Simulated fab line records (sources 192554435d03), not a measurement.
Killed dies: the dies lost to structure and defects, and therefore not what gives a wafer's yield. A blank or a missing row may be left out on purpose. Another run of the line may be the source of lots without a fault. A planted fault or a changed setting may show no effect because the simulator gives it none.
fab line records	flow n5-finfet
record: lots: 9	wafers: 27	last-day: 18
route steps=1938 shown FIN_CUT@176 STI_FIN_REVEAL@183 BEOL_M4@1111 PASSIVATION@1936
lots that met no fault: taken from a fault-free run of the same line
start-h: hours from the record's opening day to when the first of the lot's shown wafers began	wait-h: time in hours since the lot's previous step	" the same as in the row above	L1.1+2: a row that stands for several wafers	- no value present, or no start provided	* or withheld: withheld	< > ~ a bound
route shown NAME@n: a module of which the file shows steps, and the number in the route of the first	usual: the fault-free wafers' mean and standard deviation	same: alike in all rows	chamber/n: place in a boat	sites: the reading at each site	_std_site: the values' standard deviation	_edge_site: outer sites' mean less inner sites'	radius-mm: for every site, how far away it sits from the centre of the wafer	mask NAME#n: copy n	behind: the tool/chamber that last shaped the wafer	hold: why the lot was held/for how many hours/how that ended	device: whichever transistor did not switch (one of n, p or np)	end of line: at the end of the route, the tests of the same wafers	step lacking rows: just its recipe	killed: not the wafer's yield, but the dies lost to structure and defects at the first sort	map: shows each die of a wafer: x if killed, . if not, _ if none is there
set.NAME: the run value of the setting; set.NAME@STEP: its run value at that earlier step	model.NAME: the simulator's own value behind a step, which no gauge read
route steps across a sampled set of lots; one table per step, one row per wafer
services: the hour from which a tool's chamber was out of use, counted from the record's first day as start-h (under 0 if before that day), plus the number of hours and why
== steps ==
step: N5_FIN_CUT_CUT_ETCH_15
recipe: chemistry: HBr/Cl2/O2	target: Si	target-depth-a: 1000	bt-time-s: 10	mask-material: SOC	time-s: 42.4	ion-energy-ev: *	bias-w: *	pressure-mtorr: 10	icp-w: 800	HBr_flow_sccm: 150	Cl2_flow_sccm: 80	O2_flow_sccm: 12
usual: drypump-motor-current-A: 5.8/0.36	oes-product-au: 1.002/0.012	throttle-valve-pct: 37.23/0.3
same: bt-time-s: 10	time-s: 42.4
lot.wafer	tool	chamber	start-h	wait-h	drypump-motor-current-A	oes-product-au	rf-hours-counter-h	throttle-valve-pct
L962.4	rie-si-05	3	82.83	0.0	5.9	0.991	196	37.33
L962.5	"	0	"	"	6.4	1.011	-	37.51
L962.6	"	3	"	"	6.0	0.999	-	37.31
L963.3	rie-si-05	0	90.88	0.0	6.4	1.020	127	37.52
L963.4	"	2	"	"	6.0	1.022	87	37.33
L963.5	"	2	"	"	5.9	1.024	-	37.36
L964.2	rie-si-02	1	94.08	0.1	5.8	1.001	157	36.75
L964.3	"	3	"	"	5.6	0.990	190	37.62
L964.5	"	3	"	"	5.6	0.990	-	37.63
L965.1	rie-si-02	3	99.72	0.1	5.6	0.987	190	37.63
L965.3	"	1	"	"	5.8	0.994	158	36.76
L965.5	"	2	"	"	5.7	1.000	-	36.84
L968.4	rie-si-02	0	117.87	0.0	5.3	1.007	188	37.07
L968.5	"	3	"	"	5.6	0.990	-	37.64
L968.6	"	2	"	"	5.7	1.004	-	36.84
L971.2	rie-si-02	2	136.00	0.1	5.7	1.002	46	36.82
L971.3	"	0	"	"	5.3	1.005	188	37.07
L971.6	"	1	"	"	5.7	1.003	-	36.78
L972.2	rie-si-05	0	142.21	0.1	6.4	1.014	128	37.52
L972.3	"	1	"	"	5.8	0.999	186	37.40
L972.5	"	3	"	"	6.0	0.998	-	36.75
L974.1	rie-si-06	3	154.93	0.1	5.4	0.986	177	37.44
L974.4	"	1	"	"	6.0	0.995	-	37.49
L974.5	"	3	"	"	5.4	0.998	-	37.45
L976.2	rie-si-02	3	166.32	0.1	5.6	0.984	191	37.63
L976.3	"	0	"	"	5.3	1.012	189	37.07
L976.5	"	3	"	"	5.6	0.985	-	37.63
step: N5_FIN_CUT_INSPECT_17
recipe: inspect-instrument: brightfield	mode: aei
usual: raw-defect-count: 232/65
lot.wafer	tool	chamber	start-h	wait-h	raw-defect-count
L962.4	defect-inspect-01	-	83.28	0.0	137
L962.5	"	-	"	"	200
L962.6	"	-	"	"	203
L963.3	defect-inspect-02	-	91.16	0.0	287
L963.4	"	-	"	"	281
L963.5	"	-	"	"	278
L964.2	defect-inspect-02	-	94.36	0.0	373
L964.3	"	-	"	"	141
L964.5	"	-	"	"	190
L965.1	defect-inspect-01	-	100.00	0.0	176
L965.3	"	-	"	"	174
L965.5	"	-	"	"	163
L968.4	defect-inspect-01	-	118.22	0.0	235
L968.5	"	-	"	"	168
L968.6	"	-	"	"	167
L971.2	defect-inspect-02	-	136.28	0.0	227
L971.3	"	-	"	"	336
L971.6	"	-	"	"	353
L972.2	defect-inspect-01	-	142.64	0.0	214
L972.3	"	-	"	"	247
L972.5	"	-	"	"	177
L974.1	defect-inspect-01	-	155.40	0.0	217
L974.4	"	-	"	"	249
L974.5	"	-	"	"	245
L976.2	defect-inspect-02	-	166.79	0.0	163
L976.3	"	-	"	"	188
L976.5	"	-	"	"	247
step: N5_STI_FIN_REVEAL_ALD_00
recipe: material: SiO2	target-thk-a: 10	temp-c: 300	ald-precursor-family: BDEAS	ald-co-reactant: O2-plasma	pulse-time-s: 1	pressure-torr: 2
usual: heater-power-w: 493/38	precursor-pulse-height-rel: 1.000/0.021
lot.wafer	tool	chamber	start-h	wait-h	heater-power-w	precursor-pulse-height-rel
L962.4	ald-sin-03	1	83.31	0.0	455	1.013
L962.5	"	1	"	"	439	0.991
L962.6	"	2	"	"	492	0.989
L963.3	ald-sin-04	3	92.25	1.1	480	0.976
L963.4	"	0	"	"	529	1.009
L963.5	"	2	"	"	489	1.006
L964.2	ald-sin-04	2	94.40	0.0	488	1.001
L964.3	"	0	"	"	528	0.982
L964.5	"	1	"	"	432	1.002
L965.1	ald-sin-03	0	100.69	0.7	545	1.004
L965.3	"	2	"	"	483	1.002
L965.5	"	0	"	"	535	0.990
L968.4	ald-sin-01	0	118.37	0.1	493	0.995
L968.5	"	0	"	"	502	0.985
L968.6	"	1	"	"	433	0.984
L971.2	ald-sin-01	1	136.32	0.0	438	1.006
L971.3	"	3	"	"	536	0.971
L971.6	"	1	"	"	434	1.010
L972.2	ald-sin-01	0	142.79	0.1	491	0.976
L972.3	"	1	"	"	436	0.962
L972.5	"	3	"	"	529	0.988
L974.1	ald-sin-03	3	155.44	0.0	524	1.012
L974.4	"	1	"	"	439	1.004
L974.5	"	2	"	"	494	1.059
L976.2	ald-sin-01	2	166.83	0.0	487	0.991
L976.3	"	3	"	"	536	0.984
L976.5	"	2	"	"	493	1.015
step: N5_STI_FIN_REVEAL_STRIP_35
recipe: chemistry: H3PO4	material: Si3N4	temp-c: 165	target-depth-a: 40	time-s: 39
usual: bath-guard-temp-C: 164.9/0.54	bath-heat-duty-pct: 28/3.1	time-s: 39/0
lot.wafer	tool	chamber	start-h	wait-h	bath-guard-temp-C	bath-heat-duty-pct	time-s
L962.4	wet-bench-03	4	91.65	0.1	-	-	-
L962.5	"	5	"	"	-	-	-
L962.6	"	3	"	"	-	-	-
L963.3	wet-bench-04	3	100.61	0.1	-	-	-
L963.4	"	6	"	"	-	-	-
L963.5	"	0	"	"	-	-	-
L964.2	wet-bench-02	0	103.51	0.2	-	-	-
L964.3	"	7	"	"	-	-	-
L964.5	"	3	"	"	-	-	-
L965.1	wet-bench-03	7	109.12	0.2	163.9	31	39
L965.3	"	5	"	"	165.3	28	39
L965.5	"	2	"	"	164.3	25	39
L968.4	wet-bench-04	1	126.72	0.1	164.3	27	39
L968.5	"	0	"	"	164.5	29	39
L968.6	"	5	"	"	164.9	24	39
L971.2	wet-bench-02	5	144.73	0.2	164.6	35	39
L971.3	"	6	"	"	164.6	28	39
L971.6	"	7	"	"	164.5	32	39
L972.2	wet-bench-04	6	151.36	0.2	164.7	22	39
L972.3	"	5	"	"	164.7	24	39
L972.5	"	0	"	"	164.8	28	39
L974.1	wet-bench-03	4	164.21	0.2	164.6	28	39
L974.4	"	1	"	"	166.3	28	39
L974.5	"	7	"	"	164.4	30	39
L976.2	wet-bench-03	5	175.76	0.2	165.3	26	39
L976.3	"	2	"	"	164.4	25	39
L976.5	"	0	"	"	165.1	26	39
step: N5_STI_FIN_REVEAL_FIN_H_MEAS_10
usual: trench-depth-nm: 52.0/0.7
lot.wafer	tool	chamber	start-h	wait-h	trench-depth-nm
L962.4	ocd-02	-	91.90	0.0	48.8
L962.5	"	-	"	"	48.7
L962.6	"	-	"	"	47.6
L963.3	ocd-02	-	100.88	0.0	47.7
L963.4	"	-	"	"	48.3
L963.5	"	-	"	"	48.2
L964.2	ocd-01	-	103.77	0.0	48.2
L964.3	"	-	"	"	49.3
L964.5	"	-	"	"	48.8
L965.1	ocd-02	-	109.37	0.0	51.2
L965.3	"	-	"	"	51.7
L965.5	"	-	"	"	52.0
L968.4	ocd-01	-	126.98	0.0	52.6
L968.5	"	-	"	"	52.0
L968.6	"	-	"	"	51.3
L971.2	ocd-01	-	144.98	0.0	52.6
L971.3	"	-	"	"	52.1
L971.6	"	-	"	"	52.5
L972.2	ocd-02	-	151.61	0.0	52.3
L972.3	"	-	"	"	52.9
L972.5	"	-	"	"	52.5
L974.1	ocd-01	-	164.46	0.0	52.1
L974.4	"	-	"	"	50.7
L974.5	"	-	"	"	50.2
L976.2	ocd-02	-	176.01	0.0	51.4
L976.3	"	-	"	"	52.1
L976.5	"	-	"	"	51.6
step: N5_BEOL_M4_RC_MEAS_101
usual: DIBL_N: 36.0/1.8	DIBL_P: 36.3/2.4	IOFF_N: 0.16/0.035	IOFF_N_85C: 3.0/0.57	IOFF_P: 0.21/0.036	ION_N: 673/13	ION_P: 461/7.2	SS_N: 71.4/0.6	SS_P: 73.2/0.7	VT_N: 250/4	VT_P: -250.9/2.9
lot.wafer	tool	chamber	start-h	wait-h	DIBL_N[mV/V]	DIBL_P[mV/V]	IOFF_N[nA/um]	IOFF_N_85C[nA/um]	IOFF_P[nA/um]	ION_N[uA/um]	ION_P[uA/um]	SS_N[mV/dec]	SS_P[mV/dec]	VT_N[mV]	VT_P[mV]
L964.2	prober-01	0	227.39	0.2	38.7	40.3	0.19	3.6	0.41	625	435	73.0	78.2	256	-250.2
L964.3	"	0	"	"	37.9	36.7	0.18	3.5	0.22	632	443	73.0	74.0	254	-252.6
L964.5	"	0	"	"	36.8	34.6	0.16	3.2	0.20	615	429	73.9	72.8	260	-252.0
L962.4	prober-01	0	242.86	0.5	40.6	37.9	0.29	5.3	0.24	640	434	75.2	74.7	248	-252.5
L962.5	"	0	"	"	40.8	38.0	0.30	5.3	0.24	643	434	75.9	74.7	250	-252.3
L962.6	"	0	"	"	49.4	43.6	1.15	16.4	0.48	648	430	86.0	77.8	244	-248.7
L963.3	prober-02	0	244.31	0.3	42.0	40.8	0.41	6.9	0.33	639	428	76.9	76.6	248	-251.1
L963.4	"	0	"	"	41.2	37.1	0.42	7.1	0.24	629	426	78.6	74.1	248	-252.1
L963.5	"	0	"	"	43.1	39.6	0.51	8.3	0.29	640	434	79.0	75.2	245	-252.9
L965.1	prober-01	0	248.08	0.0	35.0	33.1	0.12	2.4	0.16	660	450	70.9	73.1	254	-254.4
L965.3	"	0	"	"	38.4	38.1	0.20	3.7	0.23	671	455	72.2	73.1	248	-248.3
L965.5	"	0	"	"	38.7	39.4	0.20	3.7	0.25	673	459	71.8	74.1	248	-248.3
L968.4	prober-02	0	264.83	0.5	37.1	38.8	0.18	3.4	0.21	677	459	71.9	73.7	249	-252.9
L968.5	"	0	"	"	34.1	35.2	0.12	2.5	0.16	658	452	70.2	72.8	256	-257.1
L968.6	"	0	"	"	35.4	36.9	0.13	2.7	0.17	653	448	71.9	72.6	256	-255.8
L972.2	prober-01	0	281.36	0.2	39.2	40.2	0.21	3.9	0.26	685	468	71.6	74.1	246	-249.3
L972.3	"	0	"	"	34.6	35.4	0.13	2.6	0.18	673	462	71.3	73.0	254	-252.8
L972.5	"	0	"	"	35.4	35.4	0.13	2.6	0.19	662	455	71.5	73.3	254	-252.0
L971.2	prober-01	0	286.77	0.2	37.1	38.5	0.16	3.1	0.23	678	465	71.7	73.3	251	-248.7
L971.3	"	0	"	"	35.1	35.2	0.12	2.5	0.20	664	463	71.3	72.1	257	-251.2
L971.6	"	0	"	"	37.7	38.7	0.17	3.3	0.24	680	470	71.9	73.4	250	-249.4
L974.1	prober-01	0	316.37	0.0	36.3	34.9	0.15	3.0	0.20	679	465	71.5	73.1	246	-251.2
L974.4	"	0	"	"	36.6	36.3	0.15	3.1	0.22	671	459	70.9	73.6	249	-251.9
L974.5	"	0	"	"	35.2	33.6	0.13	2.7	0.17	661	450	71.0	71.9	250	-253.3
L976.2	prober-01	0	318.44	0.2	37.2	37.1	0.16	3.1	0.21	673	457	71.4	73.4	250	-252.4
L976.3	"	0	"	"	37.9	36.6	0.16	3.1	0.21	681	461	72.1	74.0	250	-252.9
L976.5	"	0	"	"	39.3	38.0	0.20	3.7	0.25	687	464	72.2	73.7	247	-246.7
step: N5_PASSIVATION_PROBE_49
usual: defect-limited-yield: 91.2/1.4	killed_at_M0_to_M3: 35/11	killed_at_M4_up: 14/5.6	killed-at-contacts: 12/5.6	killed-at-front-end: 38/11	killed-at-other: 4/3.4	killed-dies: 103/17	killed-open: 68/12	killed-short: 33/8.8	sort_bin_4_leakage: 0.00/0.007	sort_bin_5_function: 5.1/0.89	sort_bin_6_memory: 3.3/0.71	sort_bin_8_speed: 0/0	sort-n-pass: 1077/17	sort-yield-pct: 91.2/1.4
same: gross-dies: 1180	killed-at-back-side: 0
lot.wafer	tool	chamber	start-h	wait-h	defect-limited-yield[%]	killed_at_M0_to_M3	killed_at_M4_up	killed-at-contacts	killed-at-front-end	killed-at-other	killed-dies	killed-open	killed-short	sort_bin_4_leakage[%]	sort_bin_5_function[%]	sort_bin_6_memory[%]	sort_bin_8_speed[%]	sort-n-pass	sort-yield-pct[%]
L964.2	prober-01	-	335.22	0.1	91.4	48	10	7	30	6	101	65	35	0.34	4.2	4.1	18.81	853	72.3
L964.3	prober-01	-	335.27	0.1	90.5	39	11	22	35	5	112	67	44	0	5.3	3.7	0.93	1057	89.6
L964.5	prober-01	-	335.37	0.2	91.7	31	15	9	40	3	98	68	29	0	4.8	3.1	51.36	476	40.3
L962.4	prober-02	-	347.16	0.2	90.8	38	15	6	40	10	109	59	50	0.17	4.6	4.1	7.20	984	83.4
L962.5	prober-02	-	347.21	0.2	91.4	33	14	17	33	4	101	63	38	0.08	5.3	3.1	7.63	988	83.7
L962.6	prober-02	-	347.26	0.3	91.9	32	14	9	38	3	96	58	34	91.86	4.7	2.7	0	0	0
L963.3	prober-01	-	352.71	0.1	93.4	25	17	4	29	3	78	59	18	16.95	4.3	2.1	11.44	767	65.0
L963.4	prober-01	-	352.76	0.2	93.1	30	9	10	32	1	82	57	25	22.97	3.8	3.1	26.95	509	43.1
L963.5	prober-01	-	352.81	0.2	94.9	29	8	3	20	0	60	42	15	59.32	2.8	2.2	5.25	358	30.3
L965.1	prober-02	-	357.23	0.0	91.7	50	8	8	30	2	98	64	33	0	4.3	3.7	0	1082	91.7
L965.3	prober-02	-	357.33	0.1	90.4	42	10	23	35	3	113	74	36	0	5.7	3.6	0	1067	90.4
L965.5	prober-02	-	357.43	0.2	91.0	52	8	9	35	2	106	82	19	0	5.1	3.3	0	1074	91.0
L968.4	prober-01	-	374.78	0.2	89.7	27	25	28	36	5	121	80	38	0	5.8	4.2	0	1059	89.7
L968.5	prober-01	-	374.83	0.2	91.3	24	15	15	44	5	103	65	38	0	5.3	3.1	0	1077	91.3
L968.6	prober-01	-	374.88	0.3	91.8	34	15	8	40	0	97	63	34	0	4.9	3.0	0	1083	91.8
L972.2	prober-01	-	395.77	0.1	91.0	46	10	6	42	2	106	62	42	0	4.8	3.6	0	1074	91.0
L972.3	prober-01	-	395.82	0.1	91.2	28	15	13	48	0	104	69	33	0	5.3	3.1	0	1076	91.2
L972.5	prober-01	-	395.92	0.2	94.3	12	8	17	28	2	67	46	21	0	3.6	1.9	0	1113	94.3
L971.2	prober-01	-	401.70	0.1	89.7	48	16	17	39	2	122	75	47	0	6.4	3.7	0	1058	89.7
L971.3	prober-01	-	401.75	0.1	89.4	50	18	14	39	4	125	83	42	0	5.9	4.3	0	1055	89.4
L971.6	prober-01	-	401.90	0.3	90.1	53	13	20	25	6	117	73	39	0	5.3	4.2	0	1063	90.1
L974.1	prober-02	-	425.30	0.0	93.1	41	17	4	19	1	82	60	18	0	4.2	2.6	0	1098	93.1
L974.4	prober-02	-	425.45	0.2	91.9	41	12	11	27	4	95	59	31	0	4.7	3.2	0	1085	91.9
L974.5	prober-02	-	425.50	0.2	93.0	22	10	4	42	5	83	50	31	0	4.0	2.6	0	1097	93.0
L976.2	prober-01	-	437.40	0.1	92.0	25	14	4	45	6	94	61	32	0	4.9	2.8	0	1086	92.0
L976.3	prober-01	-	437.45	0.1	91.9	39	21	4	28	4	96	71	22	0	4.7	3.2	0	1084	91.9
L976.5	prober-01	-	437.55	0.2	89.7	44	16	13	45	4	122	81	39	0	5.8	4.0	0	1058	89.7
killed by level:class
L964.2 BEOL_M0_SAQP:geometric-particle:short=10 BEOL_M3:geometric-particle:open=10 BEOL_M0_SAQP:geometric-particle:open=9 BEOL_M2:geometric-particle:open=8 MOL_CONTACT_COAG:geometric-particle:open=7 FIN_SAQP:geometric-particle:open=6 STI_FIN_REVEAL:geometric-particle:open=6 BEOL_M2:geometric-particle:short=6
L964.3 MOL_CONTACT_COAG:geometric-particle:open=19 BEOL_M3:geometric-particle:open=12 BEOL_M0_SAQP:geometric-particle:short=10 BEOL_M2:geometric-particle:open=9 BEOL_M4:geometric-particle:short=8 FIN_SAQP:geometric-particle:open=7 FIN_SAQP:geometric-particle:short=6 GATE_CUT:geometric-particle:short=5
L964.5 STI_FIN_REVEAL:geometric-particle:open=13 BEOL_M0_SAQP:geometric-particle:open=8 MOL_CONTACT_COAG:geometric-particle:open=7 BEOL_M5:geometric-particle:open=7 FIN_SAQP:geometric-particle:short=5 BEOL_M2:geometric-particle:open=5 BEOL_M3:geometric-particle:open=5 FIN_SAQP:geometric-particle:open=4
L962.4 BEOL_M1:geometric-particle:open=13 FIN_SAQP:geometric-particle:short=10 BEOL_M4:geometric-particle:open=7 FIN_SAQP:geometric-particle:open=6 BEOL_M3:geometric-particle:open=6 MOL_CONTACT_COAG:geometric-particle:open=5 BEOL_M1:geometric-particle:short=5 STARTING-WAFER:geometric-particle:short=5
L962.5 MOL_CONTACT_COAG:geometric-particle:open=15 FIN_SAQP:geometric-particle:short=11 BEOL_M0_SAQP:geometric-particle:short=5 BEOL_M0_SAQP:geometric-particle:open=5 BEOL_M1:geometric-particle:open=5 BEOL_M3:geometric-particle:open=5 FIN_SAQP:geometric-particle:open=4 BEOL_M2:geometric-particle:open=4
L962.6 FIN_SAQP:geometric-particle:open=8 BEOL_M2:geometric-particle:open=8 STARTING-WAFER:geometric-particle:short=8 MOL_CONTACT_COAG:geometric-particle:open=7 BEOL_M0_SAQP:geometric-particle:short=7 BEOL_M4:geometric-particle:open=6 BEOL_M0_SAQP:geometric-particle:open=5 FIN_SAQP:geometric-particle:short=4
L963.3 FIN_SAQP:geometric-particle:open=7 STI_FIN_REVEAL:geometric-particle:open=6 BEOL_M3:geometric-particle:open=6 BEOL_M0_SAQP:geometric-particle:open=5 MOL_CONTACT_COAG:geometric-particle:open=4 BEOL_M6:geometric-particle:short=4 BEOL_M0_SAQP:geometric-particle:short=4 BEOL_M2:geometric-particle:open=4
L963.4 FIN_SAQP:geometric-particle:open=14 BEOL_M2:geometric-particle:open=13 FIN_SAQP:geometric-particle:short=7 MOL_CONTACT_COAG:geometric-particle:open=7 BEOL_M3:geometric-particle:open=6 BEOL_M0_SAQP:geometric-particle:open=4 MOL_CONTACT_COAG:geometric-particle:short=3 BEOL_M4:geometric-particle:open=3
L963.5 BEOL_M2:geometric-particle:open=8 FIN_SAQP:geometric-particle:open=6 BEOL_M0:geometric-particle:open=6 FIN_SAQP:geometric-particle:short=5 BEOL_M3:geometric-particle:open=4 BEOL_M5:geometric-particle:open=3 ILD0:geometric-particle:short=2 GATE_CUT:geometric-particle:short=2
L965.1 BEOL_M0_SAQP:geometric-particle:open=15 FIN_SAQP:geometric-particle:short=9 BEOL_M0_SAQP:geometric-particle:short=9 BEOL_M1:geometric-particle:open=9 BEOL_M3:geometric-particle:open=9 MOL_CONTACT_COAG:geometric-particle:open=7 FIN_SAQP:geometric-particle:open=5 STI_FIN_REVEAL:geometric-particle:open=5
L965.3 MOL_CONTACT_COAG:geometric-particle:open=15 STI_FIN_REVEAL:geometric-particle:open=12 BEOL_M0_SAQP:geometric-particle:short=10 BEOL_M2:geometric-particle:open=10 MOL_CONTACT_COAG:geometric-particle:short=8 BEOL_M3:geometric-particle:open=8 BEOL_M0_SAQP:geometric-particle:open=7 DUMMY_GATE:geometric-particle:open=5
L965.5 BEOL_M3:geometric-particle:open=15 BEOL_M2:geometric-particle:open=11 FIN_SAQP:geometric-particle:open=10 MOL_CONTACT_COAG:geometric-particle:open=8 DUMMY_GATE:geometric-particle:open=7 BEOL_M0_SAQP:geometric-particle:short=7 BEOL_M1:geometric-particle:open=7 BEOL_M0_SAQP:geometric-particle:open=6
L968.4 MOL_CONTACT_COAG:geometric-particle:open=23 BEOL_M4:geometric-particle:open=14 GATE_CUT:geometric-particle:short=6 GATE_CUT:geometric-particle:open=6 BEOL_M1:geometric-particle:open=6 MOL_CONTACT_COAG:geometric-particle:short=5 BEOL_M4:geometric-particle:short=5 FIN_SAQP:geometric-particle:short=4
L968.5 GATE_CUT:geometric-particle:short=13 MOL_CONTACT_COAG:geometric-particle:open=13 STI_FIN_REVEAL:geometric-particle:open=10 BEOL_M1:geometric-particle:open=9 ILD0:geometric-particle:open=5 BEOL_M4:geometric-particle:open=5 BEOL_M4:geometric-particle:short=5 BEOL_M0_SAQP:geometric-particle:open=4
L968.6 BEOL_M3:geometric-particle:open=11 ILD0:geometric-particle:short=7 BEOL_M0_SAQP:geometric-particle:short=7 BEOL_M4:geometric-particle:open=7 STI_FIN_REVEAL:geometric-particle:open=6 MOL_CONTACT_COAG:geometric-particle:open=6 GATE_CUT:geometric-particle:open=5 ILD0:geometric-particle:open=4
L972.2 STI_FIN_REVEAL:geometric-particle:open=16 BEOL_M0_SAQP:geometric-particle:open=14 BEOL_M0_SAQP:geometric-particle:short=11 BEOL_M3:geometric-particle:open=9 FIN_SAQP:geometric-particle:short=8 GATE_CUT:geometric-particle:short=5 BEOL_M4:geometric-particle:open=5 MOL_CONTACT_COAG:geometric-particle:open=4
L972.3 STI_FIN_REVEAL:geometric-particle:open=13 MOL_CONTACT_COAG:geometric-particle:open=10 FIN_SAQP:geometric-particle:open=8 BEOL_M4:geometric-particle:open=7 BEOL_M1:geometric-particle:open=6 BEOL_M0_SAQP:geometric-particle:open=5 GATE_CUT:geometric-particle:open=5 DUMMY_GATE:geometric-particle:open=4
L972.5 MOL_CONTACT_COAG:geometric-particle:open=14 STI_FIN_REVEAL:geometric-particle:open=7 FIN_SAQP:geometric-particle:open=6 FIN_SAQP:geometric-particle:short=4 MOL_CONTACT_COAG:geometric-particle:short=3 BEOL_M1:geometric-particle:short=3 BEOL_M5:geometric-particle:open=3 STI_FIN_REVEAL:geometric-particle:short=2
L971.2 BEOL_M0_SAQP:geometric-particle:short=21 MOL_CONTACT_COAG:geometric-particle:open=12 BEOL_M0_SAQP:geometric-particle:open=10 BEOL_M1:geometric-particle:open=8 GATE_CUT:geometric-particle:short=7 BEOL_M2:geometric-particle:open=6 BEOL_M4:geometric-particle:open=6 GATE_CUT:geometric-particle:open=5
L971.3 BEOL_M0_SAQP:geometric-particle:short=16 MOL_CONTACT_COAG:geometric-particle:open=13 STI_FIN_REVEAL:geometric-particle:open=11 BEOL_M0_SAQP:geometric-particle:open=11 BEOL_M4:geometric-particle:open=11 BEOL_M1:geometric-particle:open=9 FIN_SAQP:geometric-particle:short=8 BEOL_M3:geometric-particle:open=6
L971.6 MOL_CONTACT_COAG:geometric-particle:open=18 BEOL_M0_SAQP:geometric-particle:short=17 BEOL_M0_SAQP:geometric-particle:open=12 GATE_CUT:geometric-particle:short=6 BEOL_M1:geometric-particle:open=6 BEOL_M2:geometric-particle:open=6 BEOL_M3:geometric-particle:open=6 STI_FIN_REVEAL:geometric-particle:open=4
L974.1 BEOL_M2:geometric-particle:open=14 BEOL_M1:geometric-particle:open=8 BEOL_M4:geometric-particle:open=8 BEOL_M0_SAQP:geometric-particle:open=6 MOL_CONTACT_COAG:geometric-particle:open=4 BEOL_M0_SAQP:geometric-particle:short=4 BEOL_M2:geometric-particle:short=4 STARTING-WAFER:geometric-particle:open=4
L974.4 BEOL_M2:geometric-particle:open=16 MOL_CONTACT_COAG:geometric-particle:open=9 BEOL_M4:geometric-particle:open=8 ILD0:geometric-particle:short=6 BEOL_M2:geometric-particle:short=6 BEOL_M3:geometric-particle:open=6 FIN_SAQP:geometric-particle:open=5 BEOL_M0_SAQP:geometric-particle:open=5
L974.5 FIN_SAQP:geometric-particle:short=10 STI_FIN_REVEAL:geometric-particle:open=8 BEOL_M2:geometric-particle:open=7 FIN_SAQP:geometric-particle:open=5 BEOL_M3:geometric-particle:open=5 BEOL_M5:geometric-particle:open=4 STARTING-WAFER:geometric-particle:short=4 ILD0:geometric-particle:open=3
L976.2 FIN_SAQP:geometric-particle:open=13 FIN_SAQP:geometric-particle:short=11 BEOL_M3:geometric-particle:open=9 BEOL_M0_SAQP:geometric-particle:short=6 GATE_CUT:geometric-particle:short=5 BEOL_M4:geometric-particle:open=5 BEOL_M0_SAQP:geometric-particle:open=4 DUMMY_GATE:geometric-particle:open=3
L976.3 BEOL_M3:geometric-particle:open=10 BEOL_M0_SAQP:geometric-particle:open=9 BEOL_M5:geometric-particle:open=8 BEOL_M0_SAQP:geometric-particle:short=7 FIN_SAQP:geometric-particle:short=6 BEOL_M2:geometric-particle:open=6 STI_FIN_REVEAL:geometric-particle:open=5 DUMMY_GATE:geometric-particle:open=5
L976.5 MOL_CONTACT_COAG:geometric-particle:open=12 FIN_SAQP:geometric-particle:short=11 BEOL_M0_SAQP:geometric-particle:open=11 FIN_SAQP:geometric-particle:open=10 BEOL_M2:geometric-particle:open=10 BEOL_M3:geometric-particle:open=8 STI_FIN_REVEAL:geometric-particle:open=6 BEOL_M0_SAQP:geometric-particle:short=5
== services ==
tool	chamber	start-h	hours	kind
wet-bench-02	-	59.62	2.6	repair
rie-si-06	0	85.54	-	clean
rie-si-06	0	85.54	16.6	scheduled-down
rie-si-06	0	85.54	16.6	vent-cycle
ald-sin-01	-	86.92	14.0	pm
ald-sin-01	0	86.92	14.0	vent-cycle
ald-sin-01	1	86.92	14.0	vent-cycle
ald-sin-01	2	86.92	14.0	vent-cycle
ald-sin-01	3	86.92	14.0	vent-cycle
ald-sin-03	3	88.61	-	calibration
ald-sin-01	0	100.92	-	clean
ald-sin-01	1	100.92	-	clean
ald-sin-01	2	100.92	-	clean
ald-sin-01	3	100.92	-	clean
rie-si-05	3	122.42	-	clean
rie-si-05	3	122.42	14.9	scheduled-down
rie-si-05	3	122.42	14.9	vent-cycle
rie-si-06	1	126.75	2.5	repair
rie-si-02	2	128.50	4.3	repair
wet-bench-02	-	146.14	2.6	repair
rie-si-06	0	152.79	8.9	repair
rie-si-02	3	170.66	-	clean
rie-si-02	3	170.66	20.5	scheduled-down
rie-si-02	3	170.66	20.5	vent-cycle
== key ==
first-sign: step: N5_STI_FIN_REVEAL_STRIP_35	reading: tool-record	direction: missing
effect: step: N5_STI_FIN_REVEAL_FIN_H_MEAS_10	reading: trench-depth-nm	direction: down	sigmas: 5.2	usual: 52.0	struck: 48.4
effect: step: N5_BEOL_M4_RC_MEAS_101	reading: SS_N	direction: up	sigmas: 9.1	usual: 71.4	struck: 76.8
effect: step: N5_BEOL_M4_RC_MEAS_101	reading: IOFF_N	direction: up	sigmas: 7.1	usual: 0.16	struck: 0.40	wafers-moved: 6
effect: step: N5_BEOL_M4_RC_MEAS_101	reading: IOFF_N_85C	direction: up	sigmas: 6.3	usual: 3.0	struck: 6.6	wafers-moved: 7
effect: step: N5_BEOL_M4_RC_MEAS_101	reading: ION_P	direction: down	sigmas: 4	usual: 461	struck: 432
effect: step: N5_BEOL_M4_RC_MEAS_101	reading: ION_N	direction: down	sigmas: 3	usual: 673	struck: 634
effect: step: N5_BEOL_M4_RC_MEAS_101	reading: SS_P	direction: up	sigmas: 3	usual: 73.2	struck: 75.3	wafers-moved: 6
effect: step: N5_BEOL_M4_RC_MEAS_101	reading: DIBL_N	direction: up	sigmas: 2.9	usual: 36.0	struck: 41.2	wafers-moved: 7
effect: step: N5_BEOL_M4_RC_MEAS_101	reading: IOFF_P	direction: up	sigmas: 2.5	usual: 0.21	struck: 0.29	wafers-moved: 4
effect: step: N5_PASSIVATION_PROBE_49	reading: sort_bin_4_leakage	direction: up	sigmas: 99+	usual: 0.00	struck: 21.30	wafers-moved: 6
met-at N5_STI_FIN_REVEAL_STRIP_35
struck-lots L962,L963,L964
not-acting-at N5_FIN_CUT_CUT_ETCH_15,N5_FIN_CUT_INSPECT_17,N5_STI_FIN_REVEAL_ALD_00
fault: kind: skipped-step-whole	tool: wet-bench-02,wet-bench-03,wet-bench-04	chamber: -	onset-h: 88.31	steps: N5_STI_FIN_REVEAL_STRIP_35	scope: struck-lots-only
